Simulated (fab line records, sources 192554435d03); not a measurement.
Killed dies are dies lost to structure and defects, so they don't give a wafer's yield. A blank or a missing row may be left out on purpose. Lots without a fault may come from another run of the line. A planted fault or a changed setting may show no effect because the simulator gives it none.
One fault seen from 2 desks | flow n5_finfet | each desk has only its own numbers; what lay behind them comes last

THE METROLOGY DESK
What the gauges read, lot by lot, whatever tool the lot ran on: means of the sampled wafers that have a number. A lot is out of limits, marked OUT, if its mean lies more than 4 standard deviations from the usual mean; the brackets give that distance. Of its 10 readings 7 are shown: those that lie furthest out on some lot.
Columns: A = DIBL_N at N5_BEOL_M4_RC_MEAS_101, usual 36.3 mV/V; B = DIBL_P at N5_BEOL_M4_RC_MEAS_101, usual 36.5 mV/V; C = IOFF_N at N5_BEOL_M4_RC_MEAS_101, usual 0.16 nA/um; D = IOFF_P at N5_BEOL_M4_RC_MEAS_101, usual 0.22 nA/um; E = ION_N at N5_BEOL_M4_RC_MEAS_101, usual 677 uA/um; F = ION_P at N5_BEOL_M4_RC_MEAS_101, usual 466 uA/um; G = VT_N at N5_BEOL_M4_RC_MEAS_101, usual 249 mV
lot  | first seen here | A    | B    | C    | D    | E   | F   | G
L998 | day 8 19:02     | 35.3 | 35.4 | 0.15 | 0.22 | 673 | 470 | 250
L104 | day 10 13:41    | 38.4 | 38.3 | 0.20 | 0.25 | 685 | 468 | 246
L107 | day 10 18:19    | 34.4 | 35.1 | 0.14 | 0.21 | 667 | 464 | 251
L108 | day 10 20:47    | 39.1 | 37.7 | 0.17 | 0.22 | 677 | 464 | 250
L109 | day 11 08:43    | 35.9 | 35.2 | 0.16 | 0.22 | 671 | 463 | 250
L116 | day 12 17:35    | 35.5 | 35.8 | 0.16 | 0.21 | 677 | 467 | 248
L119 | day 13 19:41    | 32.8 | 32.8 | 0.11 | 0.16 | 654 | 455 | 255
L121 | day 14 01:23    | 35.5 | 37.0 | 0.17 | 0.23 | 680 | 468 | 248
L120 | day 14 04:28    | 36.2 | 36.9 | 0.16 | 0.24 | 682 | 470 | 248
This desk's finding: nothing out of limits on any of the 9 lots.

THE TOOL OWNER'S DESK: cmp-01
The tool's own readings at N5_HKMG_FIN_CMP_94 (polishes, stops on SiNx, t overpolish 4.7 s, target thk 43.299 nm): means of the sampled wafers that have a number, for each lot that ran on this tool. A lot is out of limits, marked OUT, if its mean lies more than 4 standard deviations from the usual mean; the brackets give that distance.
Columns: A = head_pressure_psi at N5_HKMG_FIN_CMP_94, usual 4.000 psi; B = motor_current_A at N5_HKMG_FIN_CMP_94, usual 12.7 A
lot  | first seen here | A               | B
L998 | day 4 09:35     | 3.996           | 12.8
L104 | day 5 23:10     | 4.001           | 12.3
L107 | day 6 15:11     | 4.002           | 11.6
L108 | day 6 21:28     | 3.997           | 11.8
L116 | day 8 18:55     | 4.315 (+38) OUT | 13.0
L119 | day 9 10:50     | 4.322 (+39) OUT | 13.3
This desk's finding: out of limits on L116, L119; first on L116, day 8 18:55 (head_pressure_psi at N5_HKMG_FIN_CMP_94). In limits: L998, L104, L107, L108.

PUT TOGETHER
The tool owner's desk could have raised an alarm at day 8 18:55, on L116, L119.
The metrology desk saw nothing out of limits.
The metrology desk has L116, L119 on record, within its limits.
Of the lots named, all ran N5_HKMG_FIN_CMP_94 on cmp-01.

WHAT THE SIMULATOR HAD PUT IN
Process parameter drift: cmp-01, from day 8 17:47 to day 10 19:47, at N5_HKMG_FIN_CMP_94. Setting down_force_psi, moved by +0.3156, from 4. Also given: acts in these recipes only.
Lots struck among those shown: L116, L119.
Hours from the fault's start to each desk's first reading out of limits: the tool owner's desk, 1.
